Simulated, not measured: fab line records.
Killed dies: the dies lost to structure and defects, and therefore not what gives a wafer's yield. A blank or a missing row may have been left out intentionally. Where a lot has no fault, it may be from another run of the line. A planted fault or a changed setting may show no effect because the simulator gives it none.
Which tool is to blame? / flow n5Finfet / Sampling: 12 lots, 36 wafers, 3 of 1938 route steps

== WHAT EACH GAUGE READ, for each wafer ==
N5_ILD0_THK_MEAS_04.
lot=L075; measured=day 3 19:22; on=filmMetro-01; thkNm (nm)=196.8 198.1 198.2
lot=L077; measured=day 4 07:38; on=filmMetro-01; thkNm (nm)=197.4 198.2 199.1
lot=L079; measured=day 4 22:10; on=filmMetro-01; thkNm (nm)=197.1 199.3 198.4
lot=L081; measured=day 5 08:11; on=filmMetro-02; thkNm (nm)=198.9 195.4 198.4
lot=L083; measured=day 5 22:35; on=filmMetro-01; thkNm (nm)=196.8 197.0 197.4
lot=L085; measured=day 6 08:26; on=filmMetro-02; thkNm (nm)=199.7 196.3 196.5
lot=L087; measured=day 6 18:31; on=filmMetro-02; thkNm (nm)=193.9 198.2 198.1
lot=L089; measured=day 7 07:13; on=filmMetro-01; thkNm (nm)=194.9 196.9 196.4
lot=L091; measured=day 7 20:18; on=filmMetro-01; thkNm (nm)=199.2 196.9 199.4
lot=L093; measured=day 8 10:13; on=filmMetro-01; thkNm (nm)=199.1 198.4 196.7
lot=L095; measured=day 8 18:08; on=filmMetro-01; thkNm (nm)=199.7 197.4 196.6
lot=L097; measured=day 9 14:46; on=filmMetro-02; thkNm (nm)=197.1 197.3 198.5

== WHICH TOOL RAN EACH LOT (tool, then ch and the chambers of the sampled wafers, then the start) ==
lot=L075; N5_DUMMY_GATE_ETCH_37=rieDiel-01 ch 0,2,3, day 3 04:48; N5_SD_EPI_N_ETCH_35=rieDiel-04 ch 0,2,3, day 3 07:40
lot=L077; N5_DUMMY_GATE_ETCH_37=rieDiel-01 ch 0,2,3, day 3 16:31; N5_SD_EPI_N_ETCH_35=rieDiel-04 ch 0,2, day 3 20:04
lot=L079; N5_DUMMY_GATE_ETCH_37=rieDiel-01 ch 0,1,2, day 4 06:51; N5_SD_EPI_N_ETCH_35=rieDiel-04 ch 0,1,3, day 4 09:16
lot=L081; N5_DUMMY_GATE_ETCH_37=rieDiel-01 ch 1,2, day 4 16:09; N5_SD_EPI_N_ETCH_35=rieDiel-05 ch 0,1, day 4 18:38
lot=L083; N5_DUMMY_GATE_ETCH_37=rieDiel-03 ch 0,3, day 5 06:08; N5_SD_EPI_N_ETCH_35=rieDiel-05 ch 1,2, day 5 08:58
lot=L085; N5_DUMMY_GATE_ETCH_37=rieDiel-01 ch 0,1,2, day 5 18:10; N5_SD_EPI_N_ETCH_35=rieDiel-05 ch 0,1,3, day 5 20:34
lot=L087; N5_DUMMY_GATE_ETCH_37=rieDiel-02 ch 0,2,3, day 6 04:23; N5_SD_EPI_N_ETCH_35=rieDiel-04 ch 1,2,3, day 6 06:46
lot=L089; N5_DUMMY_GATE_ETCH_37=rieDiel-01 ch 1,2,3, day 6 16:58; N5_SD_EPI_N_ETCH_35=rieDiel-04 ch 1,2,3, day 6 19:47
lot=L091; N5_DUMMY_GATE_ETCH_37=rieDiel-02 ch 1,2,3, day 7 06:27; N5_SD_EPI_N_ETCH_35=rieDiel-05 ch 1,2,3, day 7 08:37
lot=L093; N5_DUMMY_GATE_ETCH_37=rieDiel-03 ch 1,3, day 7 18:26; N5_SD_EPI_N_ETCH_35=rieDiel-06 ch 0,3, day 7 21:16
lot=L095; N5_DUMMY_GATE_ETCH_37=rieDiel-01 ch 0,1,2, day 8 04:17; N5_SD_EPI_N_ETCH_35=rieDiel-04 ch 0,1,3, day 8 06:44
lot=L097; N5_DUMMY_GATE_ETCH_37=rieDiel-03 ch 0,1,2, day 8 23:01; N5_SD_EPI_N_ETCH_35=rieDiel-04 ch 0,2,3, day 9 01:50
- N5_DUMMY_GATE_ETCH_37: etches SOC in N2/H2, target depth 60 nm, overetch 30 nm.
- N5_SD_EPI_N_ETCH_35: etches SOC in N2/H2, overetch 108 nm, time 486 s.

== THE ANSWER, worked out from the rows above alone ==
Rule: the lots themselves supply what counts as usual. Put in order of their means at a reading, lots are off if they are a third of the lots or fewer, leave a main group of 4 or more, and stand apart from it by a gap of 3 or more times the standard deviation of the main group's means; of several such gaps the widest counts. A main group is skipped when, at the precision printed for the reading in the tables above, its means are all equal. A lot without any number at a reading at which 4 lots or more have one is off too. Any other lot the step has rows for is counted as sound.
No lot is off on any of the readings shown, so nothing can be concluded from this.

== WHAT THE SIMULATOR HAD INSERTED ==
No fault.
